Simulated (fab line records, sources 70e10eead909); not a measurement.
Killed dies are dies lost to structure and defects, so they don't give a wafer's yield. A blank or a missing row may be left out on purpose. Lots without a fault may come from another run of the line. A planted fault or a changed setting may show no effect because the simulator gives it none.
fab line records | flow nand_harc
record lots=6 wafers=17 last_day=31
route steps=1302 shown A_CHANNEL_HOLE_D2@604 A_CHANNEL_FILL_D2@610
lots that met no fault: from a run of the same line without faults
start_h: hours from the record's first day to the start of the lot's first wafer shown | wait_h: hours since the lot's step before | " the same as in the row above | L1.1+2: a row that stands for several wafers | - no value, or no start given | * or withheld: withheld | < > ~ a bound
route shown NAME@n: a module of which the file shows steps, and the number in the route of the first | usual: mean/standard deviation of fault-free wafers | same: alike in all rows | chamber/n: place in a boat | sites: the reading at each site | _std_site: their standard deviation | _edge_site: outer sites' mean less inner sites' | radius_mm: how far each site lies from the wafer's centre | mask NAME#n: copy n | behind: the tool/chamber that last shaped the wafer | hold: why the lot was held/for how many hours/how that ended | device: the transistor (n, p or np) that didn't switch | end of line: the same wafers' tests at the end of the route | a step without rows: its recipe alone | killed: dies lost to structure and defects at the first sort, not the wafer's yield | map: a wafer's dies, x killed, . not, _ none there
set.NAME: the setting as run; set.NAME@STEP: as run at that earlier step | model.NAME: the simulator's own value behind a step, which no gauge read
lots at some steps of the route; a table a step, a row a wafer
services: from which hour (start_h, from the record's first day; less than 0 if before it) a tool's chamber was out of use, for how many hours, and why
## steps
# step NHARC_A_CHANNEL_HOLE_D2_STRIP_28
# recipe o2_flow_sccm=500 ar_flow_sccm=0 bias_w=0 chemistry=O2
# usual drypump_motor_current_A=5.7/0.42 mfc_ar_sccm=0.015/0.016 oes_product_au=1.007/0.013 rf_vpp_V=58.0/0.9 showerhead_plenum_p_Torr=3.61/0.15 throttle_valve_pct=17.036/0.0096
# columns lot.wafer tool chamber start_h wait_h drypump_motor_current_A mfc_ar_sccm oes_product_au rf_hours_counter_h rf_vpp_V showerhead_plenum_p_Torr throttle_valve_pct
L366.3 rie_diel-05 3 - - 5.8 0.003 1.039 6 58.4 3.48 17.034
L366.4 " 1 " " 6.0 0 1.025 5 59.1 3.56 17.039
L366.5 " 0 " " 6.0 0.043 0.998 - 56.4 3.33 17.019
L367.1 rie_diel-05 0 - - 6.0 0.043 0.992 6 58.1 3.33 17.035
L367.3 " 1 " " 6.0 0 1.024 6 57.5 3.56 17.043
L367.5 " 3 " " 5.8 0.003 1.035 - 58.0 3.48 17.038
L371.2 rie_diel-05 2 - - 5.8 0 1.026 8 58.5 3.64 17.024
L371.3 " 1 " " 6.0 0 1.022 7 58.4 3.56 17.035
L371.6 " 2 " " 5.8 0 1.023 - 56.5 3.64 17.020
L372.2 rie_diel-05 1 - - 6.0 0 1.002 8 56.5 3.56 17.026
L372.4 " 2 " " 5.8 0 1.018 8 57.8 3.64 17.027
L372.6 " 1 " " 6.0 0 1.019 - 57.5 3.56 17.023
L380.3 rie_diel-03 2 - - 5.5 0.036 0.989 1 58.9 3.65 17.043
L380.2 " 3 " " 5.7 0.037 1.008 1 57.4 3.75 17.019
L380.1 " 0 " " 5.2 0.012 1.004 1 58.3 3.71 17.042
L381.3 rie_diel-04 2 - - 5.8 0 1.028 7 58.7 3.71 17.030
L381.1 " 3 " " 6.3 0 0.999 7 57.0 3.73 17.024
# step NHARC_A_CHANNEL_HOLE_D2_PRECLEAN_29
# recipe time_s=* temp_c=50 bath_age_min=0 chemistry=SC1
# step NHARC_A_CHANNEL_HOLE_D2_SRD_30
# step NHARC_A_CHANNEL_HOLE_D2_CD_MEAS_31
# usual cd_nm=90.3/2
# columns lot.wafer tool chamber start_h wait_h cd_nm
L366.3 cd_sem-01 - 353.15 - 92.3
L366.4 " - " " 90.5
L366.5 " - " " 94.5
L367.1 cd_sem-01 - 355.54 - 91.1
L367.3 " - " " 93.2
L367.5 " - " " 90.9
L371.2 cd_sem-01 - 378.72 - 94.7
L371.3 " - " " 89.0
L371.6 " - " " 91.0
L372.2 cd_sem-01 - 389.51 - 92.3
L372.4 " - " " 92.2
L372.6 " - " " 92.0
L380.1 cd_sem-03 - 477.21 - 86.2
L380.2 " - " " 92.7
L380.3 " - " " 90.1
L381.1 cd_sem-03 - 477.62 - 90.5
L381.3 " - " " 88.3
# step NHARC_A_CHANNEL_HOLE_D2_XSEM_32
# recipe landing_energy_ev=35000
# step NHARC_A_CHANNEL_HOLE_D2_INSPECT_40
# usual raw_defect_count=286/94
# columns lot.wafer tool chamber start_h wait_h raw_defect_count
L366.3 defect_inspect-01 - 353.33 - 298
L366.4 " - " " 266
L366.5 " - " " 199
L367.1 defect_inspect-01 - 355.74 - 321
L367.3 " - " " 270
L367.5 " - " " 365
L371.2 defect_inspect-02 - 378.91 - 312
L371.3 " - " " 277
L371.6 " - " " 351
L372.2 defect_inspect-01 - 389.69 - 303
L372.4 " - " " 334
L372.6 " - " " 228
L380.1 defect_inspect-02 - 477.39 - 254
L380.2 " - " " 240
L380.3 " - " " 253
L381.1 defect_inspect-02 - 477.81 - 246
L381.3 " - " " 247
# step NHARC_A_CHANNEL_FILL_D2_PRECLEAN_00
# recipe time_s=* temp_c=50 bath_age_min=0 chemistry=SC1
# step NHARC_A_CHANNEL_FILL_D2_SRD_01
# step NHARC_A_CHANNEL_FILL_D2_ALD_02
# recipe target_thk_a=60 pulse_time_s=10 ald_cycles=60 temp_c=300 material=SiO2
# usual ald_cycles=60/0 heater_power_w=467/42 precursor_pulse_height_rel=0.998/0.021
# columns lot.wafer tool chamber start_h wait_h ald_cycles heater_power_w precursor_pulse_height_rel
L366.3 ald_hk-04 2 353.67 - 60 438 0.979
L366.4 " 3 " " 60 438 1.006
L366.5 " 0 " " 60 412 0.977
L367.1 ald_hk-04 0 356.93 - 60 391 1.013
L367.3 " 1 " " 60 497 1.015
L367.5 " 0 " " 60 413 0.991
L371.3 ald_hk-04 0 379.25 - 60 407 0.972
L371.2 " 2 " " 60 437 0.982
L371.6 " 0 " " 60 406 0.983
L372.4 ald_hk-02 1 393.45 - 60 531 0.973
L372.2 " 3 " " 60 467 0.984
L372.6 " 1 " " 60 522 0.985
L380.3 ald_hk-04 3 477.60 - 60 441 0.990
L380.1 " 0 " " 60 414 0.972
L380.2 " 2 " " 60 430 1.027
L381.1 ald_hk-03 3 478.00 - 60 481 1.022
L381.3 " 1 " " 60 453 0.977
# step NHARC_A_CHANNEL_FILL_D2_ALD_03
# recipe target_thk_a=60 pulse_time_s=60 ald_cycles=58 temp_c=630 pressure_torr=2 material=SiNx
# usual ald_cycles=58/0 precursor_pulse_height_rel=1.001/0.019
# columns lot.wafer tool chamber start_h wait_h ald_cycles precursor_pulse_height_rel
L366.3 ald_sin_batch-03 0 - - 58 1.020
L366.4 " 0 " " 58 0.979
L366.5 " 0 " " 58 1.006
L367.1 ald_sin_batch-02 0 - - 58 1.021
L367.3 " 0 " " 58 0.991
L367.5 " 0 " " 58 1.011
L371.2 ald_sin_batch-01 0 - - 58 0.988
L371.3 " 0 " " 58 1.020
L371.6 " 0 " " 58 0.998
L372.2 ald_sin_batch-03 0 - - 58 1.029
L372.4 " 0 " " 58 0.993
L372.6 " 0 " " 58 0.992
L380.1 ald_sin_batch-02 0 - - 58 0.992
L380.2 " 0 " " 58 1.008
L380.3 " 0 " " 58 1.021
L381.1 ald_sin_batch-02 0 - - 58 1.024
L381.3 " 0 " " 58 0.989
# step NHARC_A_CHANNEL_FILL_D2_ALD_14
# recipe target_thk_a=25 pulse_time_s=10 ald_cycles=25 temp_c=300 material=SiO2
# usual ald_cycles=25/0 heater_power_w=472/41 precursor_pulse_height_rel=0.998/0.017
# columns lot.wafer tool chamber start_h wait_h ald_cycles heater_power_w precursor_pulse_height_rel
L366.3 ald_hk-02 2 358.95 0.2 25 494 1.015
L366.4 " 3 " " 25 473 1.018
L366.5 " 2 " " 25 483 1.033
L367.1 ald_hk-03 3 363.96 0.0 25 506 1.004
L367.3 " 2 " " 25 480 0.975
L367.5 " 3 " " 25 507 0.996
L371.2 ald_hk-02 0 386.63 0.1 25 523 1.008
L371.3 " 1 " " 25 536 0.997
L371.6 " 2 " " 25 486 0.999
L372.4 ald_hk-04 3 400.51 0.1 25 434 1.005
L372.2 " 0 " " 25 414 1.009
L372.6 " 2 " " 25 430 1.017
L381.3 ald_hk-03 1 484.60 0.0 25 449 0.997
L381.1 " 2 " " 25 475 0.990
L380.2 ald_hk-04 3 484.61 0.0 25 443 1.018
L380.3 " 1 " " 25 476 0.989
L380.1 " 2 " " 25 426 0.979
# step NHARC_A_CHANNEL_FILL_D2_ALD_15
# recipe target_thk_a=20 pulse_time_s=60 ald_cycles=19 temp_c=630 pressure_torr=2 material=SiNx
# usual ald_cycles=19/0 precursor_pulse_height_rel=0.998/0.022
# columns lot.wafer tool chamber start_h wait_h ald_cycles precursor_pulse_height_rel
L366.3 ald_sin_batch-03 0 - - 19 1.004
L366.4 " 0 " " 19 1.015
L366.5 " 0 " " 19 0.989
L367.1 ald_sin_batch-01 0 - - 19 1.035
L367.3 " 0 " " 19 0.972
L367.5 " 0 " " 19 0.997
L371.2 ald_sin_batch-03 0 - - 19 0.959
L371.3 " 0 " " 19 0.974
L371.6 " 0 " " 19 1.004
L372.2 ald_sin_batch-03 0 - - 19 1.004
L372.4 " 0 " " 19 0.978
L372.6 " 0 " " 19 0.966
L380.1 ald_sin_batch-02 0 - - 19 0.987
L380.2 " 0 " " 19 1.017
L380.3 " 0 " " 19 1.024
L381.1 ald_sin_batch-02 0 - - 19 0.976
L381.3 " 0 " " 19 1.012
# step NHARC_A_CHANNEL_FILL_D2_ALD_16
# recipe target_thk_a=15 pulse_time_s=10 ald_cycles=15 temp_c=300 material=SiO2
# usual ald_cycles=15/0 heater_power_w=480/42 precursor_pulse_height_rel=0.998/0.021
# columns lot.wafer tool chamber start_h wait_h ald_cycles heater_power_w precursor_pulse_height_rel
L366.4 ald_hk-04 3 364.15 0.2 15 430 1.006
L366.3 " 0 " " 15 409 1.013
L366.5 " 3 " " 15 434 0.975
L367.1 ald_hk-03 3 369.14 0.0 15 502 1.000
L367.3 " 2 " " 15 471 0.963
L367.5 " 3 " " 15 525 1.012
L371.3 ald_hk-02 2 393.91 2.2 15 499 0.999
L371.2 " 3 " " 15 460 1.000
L371.6 " 1 " " 15 525 0.966
L372.4 ald_hk-04 0 405.63 0.0 15 410 0.989
L372.2 " 3 " " 15 448 0.978
L372.6 " 0 " " 15 406 1.009
L380.1 ald_hk-02 0 489.79 0.0 12 514 1.050
L380.3 " 1 " " 15 531 1.022
L380.2 " 3 " " 15 475 1.010
L381.3 ald_hk-02 0 489.95 0.2 15 530 0.983
L381.1 " 3 " " 12 464 1.019
# step NHARC_A_CHANNEL_FILL_D2_ANNEAL_17
# recipe temp_c=850 time_s=1800
## services
# columns tool chamber start_h hours kind
rie_diel-03 0 342.98 6.5 repair
ald_hk-02 - 348.00 10.0 pm
ald_hk-02 0 348.00 10.0 vent_cycle
ald_hk-02 1 348.00 10.0 vent_cycle
ald_hk-02 2 348.00 10.0 vent_cycle
ald_hk-02 3 348.00 10.0 vent_cycle
rie_diel-04 - 354.90 9.0 pm
ald_hk-02 0 358.00 - clean
ald_hk-02 1 358.00 - clean
ald_hk-02 2 358.00 - clean
ald_hk-02 - 374.21 1.1 repair
rie_diel-05 2 379.76 8.7 repair
rie_diel-05 - 402.20 1.8 repair
rie_diel-05 - 406.60 9.0 pm
ald_hk-04 1 432.75 10.0 vent_cycle
ald_hk-04 2 432.75 10.0 vent_cycle
ald_hk-04 3 432.75 10.0 vent_cycle
rie_diel-05 2 433.75 3.5 repair
ald_hk-04 0 442.75 - clean
ald_hk-04 1 442.75 - clean
ald_hk-04 2 442.75 - clean
ald_hk-04 3 442.75 - clean
rie_diel-03 - 458.30 9.0 pm
ald_hk-03 - 486.29 1.1 repair
## key
first_sign step=NHARC_A_CHANNEL_FILL_D2_ALD_16 reading=ald_cycles direction=down sigmas=99+ usual=15 struck=12
effect none on later readings
met_at NHARC_A_CHANNEL_FILL_D2_ALD_16
struck_wafers L380.1,L381.1
tester_left_out L380,L381
onset_between 393.91 489.79
fault kind=process_parameter_drift tool=ald_hk-02 chamber=- onset_h=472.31 steps=NHARC_A_CHANNEL_FILL_D2_ALD_16 channel=ald_cycles offset=-3 shape=step end_h=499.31 scope=struck_wafers_only acts_in=these_recipes_only stated=15
# tester_left_out: of these lots the tester's yield and bins aren't shown, on N5 and GAA mostly nor the transistor test; their killed dies are dies lost to structure and defects alone, not to doping, threshold or leakage, so they don't give the yield
